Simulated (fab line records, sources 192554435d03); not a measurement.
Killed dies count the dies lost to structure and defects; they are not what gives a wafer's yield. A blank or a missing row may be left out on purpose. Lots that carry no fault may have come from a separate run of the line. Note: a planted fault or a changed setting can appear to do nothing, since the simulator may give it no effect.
Struck lot and sound lot, side by side || flow n5-finfet || 15 out of 1938 route steps
Sound: the wafers L188.1, L188.2, L188.6. Struck: wafer L193.3 (left out: L193.5, L193.6 of the same lot, which were not struck); the cause appears at the end.
Order at every step that has rows: each side's tool, ch and its chambers, its first start. Under that, the readings that differ: sound wafers || struck wafers || difference of the means || sigmas: that difference in standard deviations of wafers without a fault.
alike: readings with means less than 2 such deviations apart, plus words and numbers identical on both sides. not compared: withheld readings, readings lacking a value on some wafer, bounds such as >300 that could conceal the same value, and numbers that have no deviation in the record and whose values overlap.
The two part at a step that has a row with sigmas, a row that says differs or no value, or rows on one side only. When numbers do not overlap yet have no deviation, they are printed without sigmas and do not part them. A reading missing from all wafers of one side parts the sides only when that side holds two or more wafers.

first, 7 steps without rows for these wafers: N5_BEOL_M14_COAT_22 (resist thk 300 nm); N5_BEOL_M14_EBR_24; N5_BEOL_M14_SOFTBAKE_23 (time 60 s); N5_BEOL_M14_EXPOSE_25 (exposes mask M14, target cd 280 nm); N5_BEOL_M14_PEB_26 (peb time 90 s); N5_BEOL_M14_DEVELOP_27 (develop time 45 s); N5_BEOL_M14_HARDBAKE_32 (time 120 s).
N5_BEOL_M14_CD_MEAS_28: target cd 284.4 nm.
  sound on cd-sem-01 ch 0, day 13 15:55; struck on cd-sem-02 ch 0, day 15 00:01
  alike: cd-nm
N5_BEOL_M14_OVL_MEAS_29:
  sound on overlay-02 ch 0, day 13 15:57; struck on overlay-02 ch 0, day 15 00:02
  alike: M14_OVL
N5_BEOL_M14_INSPECT_30: inspects for defects (macro).
  struck on defect-inspect-02, day 15 00:04; sound on defect-inspect-02, day 13 15:59
  alike: raw-defect-count
N5_BEOL_M14_DESCUM_33: chemistry O2, time 7.9 s.
  sound on rie-diel-03 ch 0,2, day 13 16:04; struck on rie-diel-01 ch 2, day 15 00:53
  alike: drypump-motor-current-A, oes-product-au, rf-vpp-V, showerhead-plenum-p-Torr, throttle-valve-pct
  not compared: rf-hours-counter-h
N5_BEOL_M14_ETCH_67: etches SiARC in CF4, target depth 143 nm, time 238.3 s.
  sound on rie-diel-03 ch 0,2, day 13 16:07; struck on rie-diel-01 ch 2, day 15 00:55
{"reading": "etch-rf-on-time-s (s)", "sound": "245 247 246", "struck": 229, "difference": -17, "sigmas": -2}
  alike: drypump-motor-current-A, oes-product-au, rf-vpp-V, showerhead-plenum-p-Torr, throttle-valve-pct
  not compared: rf-hours-counter-h
N5_BEOL_M14_ETCH_68: etches SOC in N2/H2, time 450 s.
  sound on rie-diel-03 ch 0,2, day 13 16:15; struck on rie-diel-01 ch 2, day 15 01:04
{"reading": "run-length-s (s)", "sound": "473.3 473.1 473.5", "struck": 572.5, "difference": "+99.2", "sigmas": "+99 or more"}
{"reading": "model.SiARC_of_BEOL_M14_COAT_66.thk-nm (nm)", "sound": "65.6 65.6 65", "struck": 55, "difference": -10, "sigmas": ""}
  alike: drypump-motor-current-A, oes-product-au, rf-vpp-V, showerhead-plenum-p-Torr, throttle-valve-pct
  not compared: rf-hours-counter-h
then, 2 steps without rows for these wafers: N5_BEOL_M14_STRIP_69 (strips in N2/H2); N5_PASSIVATION_PROBE_49.

WHERE THEY PART
Earliest at N5_BEOL_M14_ETCH_67; latest, in this record, at N5_BEOL_M14_ETCH_68.

WHY: what the simulator had put in
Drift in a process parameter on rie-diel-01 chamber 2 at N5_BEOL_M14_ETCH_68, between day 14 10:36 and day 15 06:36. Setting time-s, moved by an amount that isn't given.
